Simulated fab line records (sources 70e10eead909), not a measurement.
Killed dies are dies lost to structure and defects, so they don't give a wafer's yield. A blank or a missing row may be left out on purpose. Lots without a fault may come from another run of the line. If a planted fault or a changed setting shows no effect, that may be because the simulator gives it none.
fab line records + flow nandHarc
[record]
- lots = 12
- wafers = 36
- lastDay = 33
route steps=1302 shown P_ZERO_WELL@16 P_STI@100 P_GATE@142
lots that met no fault: from a run of the same line without faults
startH: hours from the record's opening day to when the first of the lot's shown wafers began + waitH: time in hours since the lot's previous step + " as in the row above + L1.1+2: one row covering several wafers at once + - no value, or no start given + * or withheld: withheld + < > ~ a bound
route shown NAME@n: names a module that has steps shown in the file, with the first one's number in the route + usual: mean/standard deviation of fault-free wafers + same: alike in all rows + chamber/n: place in a boat + sites: readings site by site + _std_site: standard deviation of those values + _edge_site: inner sites' mean taken away from outer sites' mean + radiusMm: for every site, how far away it sits from the centre of the wafer + mask NAME#n: copy n + behind: the most recent tool/chamber to have shaped the wafer + hold: why the lot was held/for how many hours/how that ended + device: names the non-switching transistor (n, p or np) + end of line: the same wafers' tests at the end of the route + step lacking rows: just its recipe + killed: dies lost to structure and defects at the first sort, not the wafer's yield + map: shows each die of a wafer: x if killed, . if not, _ if none is there
set.NAME: the setting as run; set.NAME@STEP: as run at that earlier step + model.NAME: the simulator's own value behind a step, which no gauge read
steps of the route over a sample of lots; a table a step, a row a wafer
services: from which hour (startH, from the record's first day; less than 0 if before it) a tool's chamber was out of use, for how many hours, and why
[[steps]]
[step NHARC_P_ZERO_WELL_DESCUM_13]
[recipe]
- timeS = 3
- o2FlowSccm = 200
- arFlowSccm = 0
- biasPowerW = 0
- chemistry = O2
[usual]
- drypumpMotorCurrentA = 5.6/0.39
- oesProductAu = 1.001/0.014
- rfVppV = 57.7/0.93
- showerheadPlenumPTorr = 1.88/0.094
- throttleValvePct = 11.310/0.0097
[same]
- timeS = 3
| lot.wafer | tool       | chamber | startH | waitH | drypumpMotorCurrentA | oesProductAu | rfHoursCounterH | rfVppV | showerheadPlenumPTorr | throttleValvePct |
|-----------|------------|---------|--------|-------|----------------------|--------------|-----------------|--------|-----------------------|------------------|
| L373.1    | rieDiel-09 | 2       | 31.49  | -     | 5.6                  | 0.980        | 15              | 60.2   | 1.87                  | 11.309           |
| L373.5    | "          | 3       | "      | "     | 4.9                  | 1.007        | -               | 56.7   | 1.96                  | 11.333           |
| L373.4    | "          | 2       | "      | "     | 5.6                  | 0.976        | -               | 57.5   | 1.87                  | 11.323           |
| L375.2    | rieDiel-03 | 1       | 51.28  | -     | 5.7                  | 1.026        | 39              | 57.9   | 1.98                  | 11.294           |
| L375.4    | "          | 0       | "      | "     | 6.1                  | 0.996        | 43              | 57.4   | 1.87                  | 11.296           |
| L375.6    | "          | 2       | "      | "     | 6.0                  | 0.998        | -               | 58.1   | 1.98                  | 11.317           |
| L376.1    | rieDiel-09 | 3       | 61.29  | -     | 4.9                  | 0.999        | 31              | 57.9   | 1.96                  | 11.316           |
| L376.6    | "          | 1       | "      | "     | 5.5                  | 1.020        | -               | 56.9   | 1.86                  | 11.323           |
| L376.4    | "          | 3       | "      | "     | 4.9                  | 1.000        | -               | 57.4   | 1.96                  | 11.311           |
| L382.1    | rieDiel-06 | 2       | 121.39 | -     | 5.7                  | 0.997        | 60              | 56.9   | 1.78                  | 11.305           |
| L382.4    | "          | 3       | "      | "     | 5.4                  | 0.996        | 47              | 57.2   | 1.78                  | 11.315           |
| L382.3    | "          | 1       | "      | "     | 4.9                  | 1.017        | 56              | 57.8   | 1.89                  | 11.309           |
| L386.3    | rieDiel-06 | 3       | 161.40 | -     | 5.4                  | 0.992        | 7               | 58.5   | 1.77                  | 11.317           |
| L386.4    | "          | 1       | "      | "     | 4.9                  | 1.014        | 6               | 58.0   | 1.89                  | 11.310           |
| L386.6    | "          | 0       | "      | "     | 5.4                  | 0.968        | -               | 59.5   | 2.07                  | 11.296           |
| L387.1    | rieDiel-03 | 2       | 171.39 | -     | 6.0                  | 1.003        | 15              | 58.2   | 1.97                  | 11.328           |
| L387.2    | "          | 0       | "      | "     | 6.1                  | 0.982        | 19              | 56.5   | 1.86                  | 11.313           |
| L387.6    | "          | 3       | "      | "     | 5.9                  | 0.994        | -               | 57.5   | 1.87                  | 11.309           |
| L389.1    | rieDiel-09 | 1       | 191.28 | -     | 5.5                  | 1.012        | 13              | 57.1   | 1.84                  | 11.327           |
| L389.2    | "          | 2       | "      | "     | 5.6                  | 1.000        | 18              | 57.5   | 1.86                  | 11.303           |
| L389.6    | "          | 0       | "      | "     | 5.8                  | 1.001        | -               | 58.4   | 2.07                  | 11.310           |
| L391.1    | rieDiel-09 | 0       | 211.48 | -     | 5.8                  | 1.004        | 18              | 57.9   | 2.07                  | 11.327           |
| L391.5    | "          | 1       | "      | "     | 5.5                  | 1.014        | -               | 56.7   | 1.84                  | 11.319           |
| L391.6    | "          | 3       | "      | "     | 4.9                  | 1.015        | -               | 57.3   | 1.94                  | 11.327           |
| L392.4    | rieDiel-06 | 0       | 221.53 | -     | 5.4                  | 0.989        | 27              | 58.9   | 2.07                  | 11.315           |
| L392.1    | "          | 2       | "      | "     | 5.7                  | 1.005        | 29              | 58.0   | 1.77                  | 11.295           |
| L392.6    | "          | 3       | "      | "     | 5.4                  | 0.993        | -               | 57.2   | 1.77                  | 11.328           |
| L393.1    | rieDiel-03 | 3       | 231.41 | -     | 5.8                  | 0.983        | 35              | 56.3   | 1.86                  | 11.318           |
| L393.3    | "          | 0       | "      | "     | 6.2                  | 0.988        | 37              | 58.3   | 1.85                  | 11.311           |
| L393.5    | "          | 1       | "      | "     | 5.6                  | 0.996        | -               | 57.4   | 1.97                  | 11.310           |
| L394.1    | rieDiel-03 | 1       | 241.40 | -     | 5.6                  | 1.000        | 31              | 58.1   | 1.97                  | 11.302           |
| L394.2    | "          | 2       | "      | "     | 6.1                  | 0.990        | 31              | 57.4   | 1.97                  | 11.286           |
| L394.4    | "          | 3       | "      | "     | 5.8                  | 0.999        | 37              | 57.0   | 1.86                  | 11.302           |
| L395.1    | rieDiel-06 | 2       | 251.41 | -     | 5.7                  | 1.002        | 44              | 58.1   | 1.77                  | 11.291           |
| L395.4    | "          | 2       | "      | "     | 5.7                  | 1.014        | -               | 57.5   | 1.77                  | 11.306           |
| L395.6    | "          | 1       | "      | "     | 4.9                  | 1.012        | -               | 56.5   | 1.88                  | 11.313           |
[step NHARC_P_STI_CMP_21]
[recipe]
- tOverpolishS = 20
- targetThkNm = 380.67
[usual]
- motorCurrentA = 11.6/0.88
- overpolishRunS = 20.000/0.0094
- padLifeWafers = 174/100
- tOverpolishS = 20/0
| lot.wafer | tool   | chamber | startH | waitH | motorCurrentA | overpolishRunS | padLifeWafers | tOverpolishS |
|-----------|--------|---------|--------|-------|---------------|----------------|---------------|--------------|
| L373.4    | cmp-01 | 2       | 80.02  | 0.4   | 12.3          | 19.995         | 372           | 20           |
| L373.1    | "      | 0       | "      | "     | 12.7          | 19.979         | 374           | 20           |
| L373.5    | "      | 3       | "      | "     | 11.2          | 19.990         | -             | 20           |
| L375.4    | cmp-04 | 3       | 94.24  | 0.4   | 11.4          | 20.007         | 264           | 20           |
| L375.2    | "      | 1       | "      | "     | 10.8          | 19.994         | 266           | 20           |
| L375.6    | "      | 3       | "      | "     | 11.1          | 20.009         | -             | 20           |
| L376.4    | cmp-04 | 1       | 103.57 | 0.4   | 11.5          | 19.988         | 294           | 20           |
| L376.1    | "      | 2       | "      | "     | 11.4          | 20.013         | 295           | 20           |
| L376.6    | "      | 2       | "      | "     | 11.4          | 20.004         | -             | 20           |
| L382.3    | cmp-04 | 0       | 162.82 | 0.4   | 12.5          | 20.017         | 156           | 20           |
| L382.4    | "      | 1       | "      | "     | 11.0          | 65.367         | 157           | 65.378       |
| L382.1    | "      | 3       | "      | "     | 10.8          | 20.008         | 159           | 20           |
| L386.3    | cmp-03 | 3       | 207.57 | 0.4   | 12.1          | 19.983         | 186           | 20           |
| L386.4    | "      | 2       | "      | "     | 12.4          | 19.999         | 189           | 20           |
| L386.6    | "      | 3       | "      | "     | 12.0          | 19.999         | -             | 20           |
| L387.1    | cmp-03 | 1       | 212.47 | 0.4   | 12.3          | 20.001         | 217           | 20           |
| L387.2    | "      | 3       | "      | "     | 12.4          | 20.003         | 219           | 20           |
| L387.6    | "      | 1       | "      | "     | 13.6          | 19.995         | -             | 20           |
| L389.2    | cmp-04 | 0       | 233.06 | 0.4   | 12.6          | 20.003         | 73            | 20           |
| L389.1    | "      | 2       | "      | "     | 11.2          | 20.011         | 75            | 20           |
| L389.6    | "      | 3       | "      | "     | 11.6          | 20.010         | -             | 20           |
| L391.1    | cmp-04 | 0       | 252.85 | 0.4   | 12.8          | 20.006         | 146           | 20           |
| L391.6    | "      | 2       | "      | "     | 10.8          | 20.003         | -             | 20           |
| L391.5    | "      | 3       | "      | "     | 11.5          | 19.992         | -             | 20           |
| L392.1    | cmp-03 | 2       | 268.25 | 0.4   | 12.5          | 19.996         | 18            | 20           |
| L392.4    | "      | 1       | "      | "     | 13.0          | 19.992         | 21            | 20           |
| L392.6    | "      | 3       | "      | "     | 12.1          | 19.991         | -             | 20           |
| L393.1    | cmp-01 | 0       | 275.45 | 0.4   | 12.3          | 19.996         | 301           | 20           |
| L393.3    | "      | 2       | "      | "     | 11.9          | 20.004         | 303           | 20           |
| L393.5    | "      | 3       | "      | "     | 11.0          | 20.019         | -             | 20           |
| L394.1    | cmp-04 | 1       | 282.97 | 0.4   | 11.3          | 19.994         | 240           | 20           |
| L394.2    | "      | 2       | "      | "     | 10.2          | 19.988         | 241           | 20           |
| L394.4    | "      | 3       | "      | "     | 11.2          | 19.979         | 242           | 20           |
| L395.4    | cmp-03 | 0       | 295.51 | 0.4   | 10.0          | 20.000         | 150           | 20           |
| L395.1    | "      | 2       | "      | "     | 11.7          | 19.995         | 152           | 20           |
| L395.6    | "      | 0       | "      | "     | 10.0          | 20.011         | -             | 20           |
[step NHARC_P_GATE_OVL_MEAS_27]
[usual]
- overlayXNm = 0.0/0.93
- overlayYNm = 0.1/0.86
| lot.wafer | tool       | chamber | startH | waitH | overlayXNm | overlayYNm |
|-----------|------------|---------|--------|-------|------------|------------|
| L373.1    | overlay-02 | -       | 110.31 | -     | -0.6       | 0.9        |
| L373.4    | "          | -       | "      | "     | -1.1       | 1.4        |
| L373.5    | "          | -       | "      | "     | -0.7       | 0.6        |
| L375.2    | overlay-02 | -       | 132.78 | -     | -0.3       | 0.2        |
| L375.4    | "          | -       | "      | "     | -0.5       | 0.4        |
| L375.6    | "          | -       | "      | "     | -0.7       | 0.7        |
| L376.1    | overlay-01 | -       | 138.53 | -     | -0.3       | -0.7       |
| L376.4    | "          | -       | "      | "     | -1.1       | -0.6       |
| L376.6    | "          | -       | "      | "     | -0.5       | -0.8       |
| L382.1    | overlay-01 | -       | 200.35 | -     | 0.2        | 0.2        |
| L382.3    | "          | -       | "      | "     | 0.1        | 0.1        |
| L382.4    | "          | -       | "      | "     | -0.5       | -0.5       |
| L387.1    | overlay-02 | -       | 240.67 | -     | 2.1        | 1.3        |
| L387.2    | "          | -       | "      | "     | 1.6        | 1.0        |
| L387.6    | "          | -       | "      | "     | 1.8        | 1.2        |
| L386.3    | overlay-01 | -       | 241.15 | -     | -1.2       | 0.1        |
| L386.4    | "          | -       | "      | "     | -1.0       | 1.3        |
| L386.6    | "          | -       | "      | "     | -0.5       | 0.8        |
| L389.1    | overlay-02 | -       | 265.34 | -     | 1.4        | -0.6       |
| L389.2    | "          | -       | "      | "     | 1.9        | -1.5       |
| L389.6    | "          | -       | "      | "     | 1.8        | -0.6       |
| L391.1    | overlay-02 | -       | 284.64 | -     | 0.9        | -0.2       |
| L391.5    | "          | -       | "      | "     | 0.7        | -0.2       |
| L391.6    | "          | -       | "      | "     | 0.5        | -0.2       |
| L392.1    | overlay-01 | -       | 301.70 | -     | 0.8        | 0.0        |
| L392.4    | "          | -       | "      | "     | 1.4        | 0.5        |
| L392.6    | "          | -       | "      | "     | 0.6        | -0.1       |
| L393.1    | overlay-01 | -       | 308.29 | -     | 1.1        | 0.6        |
| L393.3    | "          | -       | "      | "     | 1.5        | 0.5        |
| L393.5    | "          | -       | "      | "     | 1.4        | 0.1        |
| L394.1    | overlay-02 | -       | 313.64 | -     | 0.2        | 0.9        |
| L394.2    | "          | -       | "      | "     | 0.1        | 1.4        |
| L394.4    | "          | -       | "      | "     | 0.5        | 1.4        |
| L395.1    | overlay-01 | -       | 327.51 | -     | 0.2        | 0.1        |
| L395.4    | "          | -       | "      | "     | 0.5        | 0.1        |
| L395.6    | "          | -       | "      | "     | 0.2        | -0.3       |
[step NHARC_P_GATE_ETCH_32]
[recipe]
- targetDepthA = 1500
- overEtchFrac = 1
- overEtchIonEnergyEv = 40
- timeS = 100.1
- hbrFlowSccm = 150
- cl2FlowSccm = 50
- rfW = 400
- icpW = 400
- biasW = 100
- chemistry = HBr/Cl2
[usual]
- drypumpMotorCurrentA = 5.7/0.38
- oesProductAu = 1.005/0.013
- throttleValvePct = 26.406/0.0087
[same]
- overEtchFrac = 1
- timeS = 100.1
| lot.wafer | tool     | chamber | startH | waitH | drypumpMotorCurrentA | oesProductAu | rfHoursCounterH | throttleValvePct |
|-----------|----------|---------|--------|-------|----------------------|--------------|-----------------|------------------|
| L373.4    | rieSi-02 | 3       | 110.92 | -     | 5.9                  | 1.026        | 0.0             | 26.413           |
| L373.1    | "        | 2       | "      | "     | 5.7                  | 0.994        | 0.0             | 26.406           |
| L373.5    | "        | 3       | "      | "     | 5.9                  | 1.014        | -               | 26.387           |
| L375.2    | rieSi-03 | 0       | 133.36 | -     | 5.1                  | 0.996        | 0.4             | 26.403           |
| L375.4    | "        | 0       | "      | "     | 5.1                  | 1.006        | -               | 26.405           |
| L375.6    | "        | 1       | "      | "     | 5.5                  | 1.021        | -               | 26.405           |
| L376.1    | rieSi-04 | 2       | 139.09 | -     | 5.6                  | 0.989        | 0.8             | 26.404           |
| L376.4    | "        | 1       | "      | "     | 6.4                  | 0.987        | 0.8             | 26.412           |
| L376.6    | "        | 2       | "      | "     | 5.6                  | 1.003        | -               | 26.412           |
| L382.4    | rieSi-03 | 0       | 200.91 | -     | 5.1                  | 1.017        | 0.9             | 26.411           |
| L382.1    | "        | 2       | "      | "     | 5.9                  | 1.009        | 0.8             | 26.402           |
| L382.3    | "        | 3       | "      | "     | 5.7                  | 0.987        | 0.7             | 26.410           |
| L387.2    | rieSi-04 | 0       | 241.24 | -     | 6.0                  | 1.003        | 0.4             | 26.406           |
| L387.1    | "        | 1       | "      | "     | 6.4                  | 1.009        | 0.4             | 26.408           |
| L387.6    | "        | 1       | "      | "     | 6.4                  | 1.003        | -               | 26.414           |
| L386.4    | rieSi-02 | 1       | 241.74 | -     | 4.9                  | 0.974        | 0.9             | 26.406           |
| L386.3    | "        | 3       | "      | "     | 5.9                  | 1.019        | 1.1             | 26.417           |
| L386.6    | "        | 1       | "      | "     | 5.0                  | 0.975        | -               | 26.409           |
| L389.1    | rieSi-02 | 2       | 265.93 | -     | 5.7                  | 1.011        | 1.1             | 26.406           |
| L389.2    | "        | 3       | "      | "     | 5.9                  | 1.017        | 1.2             | 26.409           |
| L389.6    | "        | 0       | "      | "     | 5.6                  | 1.012        | -               | 26.407           |
| L391.1    | rieSi-04 | 2       | 285.24 | -     | 5.6                  | 1.004        | 0.7             | 26.408           |
| L391.6    | "        | 3       | "      | "     | 6.1                  | 1.009        | -               | 26.395           |
| L391.5    | "        | 0       | "      | "     | 6.0                  | 0.993        | -               | 26.416           |
| L392.1    | rieSi-02 | 2       | 302.30 | -     | 5.7                  | 1.015        | 0.0             | 26.397           |
| L392.4    | "        | 3       | "      | "     | 5.9                  | 1.009        | 0.1             | 26.404           |
| L392.6    | "        | 0       | "      | "     | 5.6                  | 1.004        | -               | 26.404           |
| L393.1    | rieSi-02 | 3       | 308.85 | -     | 5.9                  | 1.018        | 0.2             | 26.398           |
| L393.3    | "        | 2       | "      | "     | 5.7                  | 1.027        | 0.1             | 26.411           |
| L393.5    | "        | 0       | "      | "     | 5.6                  | 1.027        | -               | 26.407           |
| L394.1    | rieSi-03 | 2       | 314.21 | -     | 5.8                  | 1.000        | 0.4             | 26.396           |
| L394.4    | "        | 3       | "      | "     | 5.7                  | 1.018        | 0.4             | 26.409           |
| L394.2    | "        | 0       | "      | "     | 5.1                  | 1.003        | 0.4             | 26.411           |
| L395.1    | rieSi-03 | 1       | 328.10 | -     | 5.5                  | 1.039        | 0.5             | 26.402           |
| L395.4    | "        | 2       | "      | "     | 5.8                  | 1.000        | 0.5             | 26.396           |
| L395.6    | "        | 3       | "      | "     | 5.7                  | 1.015        | -               | 26.404           |
[[services]]
| tool       | chamber | startH | hours | kind   |
|------------|---------|--------|-------|--------|
| cmp-04     | -       | 13.28  | 4.0   | pm     |
| rieDiel-09 | 1       | 26.16  | 13.5  | repair |
| cmp-04     | -       | 29.95  | 0.2   | repair |
| rieDiel-06 | 1       | 30.17  | 14.9  | repair |
| cmp-04     | -       | 31.92  | 2.6   | repair |
| rieDiel-09 | 2       | 35.61  | 59.6  | repair |
| rieSi-03   | -       | 44.00  | 9.0   | pm     |
| cmp-03     | -       | 64.00  | 4.0   | pm     |
| cmp-03     | -       | 80.48  | 0.6   | repair |
| rieSi-02   | -       | 100.00 | 9.0   | pm     |
| rieDiel-03 | -       | 104.68 | 9.0   | pm     |
| cmp-04     | -       | 111.36 | 4.0   | pm     |
| rieSi-02   | 2       | 120.74 | 1.6   | repair |
| rieDiel-03 | 3       | 126.96 | 7.3   | repair |
| rieDiel-06 | -       | 130.25 | 9.0   | pm     |
| rieSi-03   | 3       | 130.85 | 7.9   | repair |
| rieDiel-09 | -       | 143.12 | 9.0   | pm     |
| rieDiel-03 | -       | 154.30 | 1.0   | repair |
| cmp-04     | -       | 188.83 | 5.7   | repair |
| rieSi-02   | 2       | 196.32 | 2.2   | repair |
| cmp-04     | -       | 209.36 | 4.0   | pm     |
| rieSi-02   | -       | 277.00 | 9.0   | pm     |
| cmp-04     | -       | 307.36 | 4.0   | pm     |
| cmp-04     | -       | 314.48 | 1.5   | repair |
[[key]]
[firstSign]
- step = NHARC_P_STI_CMP_21
- reading = tOverpolishS
- direction = up
- sigmas = 99+
- usual = 20
- struck = 65.378
[effect]
- step = NHARC_P_STI_CMP_21
- reading = overpolishRunS
- direction = up
- sigmas = 99+
- usual = 20.000
- struck = 65.367
metAt NHARC_P_STI_CMP_21
struckLots L382
struckWafers L382.4
testerLeftOut L382
notActingAt NHARC_P_ZERO_WELL_DESCUM_13,NHARC_P_GATE_OVL_MEAS_27,NHARC_P_GATE_ETCH_32
onsetBetween 103.57 162.82
[fault]
- kind = processParameterDrift
- tool = cmp-04
- chamber = 1
- onsetH = 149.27
- steps = NHARC_P_STI_CMP_21
- channel = tOverpolishS
- offset = 45.378
- shape = step
- endH = 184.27
- actsIn = theseRecipesOnly
- stated = 20
// testerLeftOut: of these lots the tester's yield and bins aren't shown, on N5 and GAA mostly nor the transistor test; their killed dies are dies lost to structure and defects alone, not to doping, threshold or leakage, so they don't give the yield
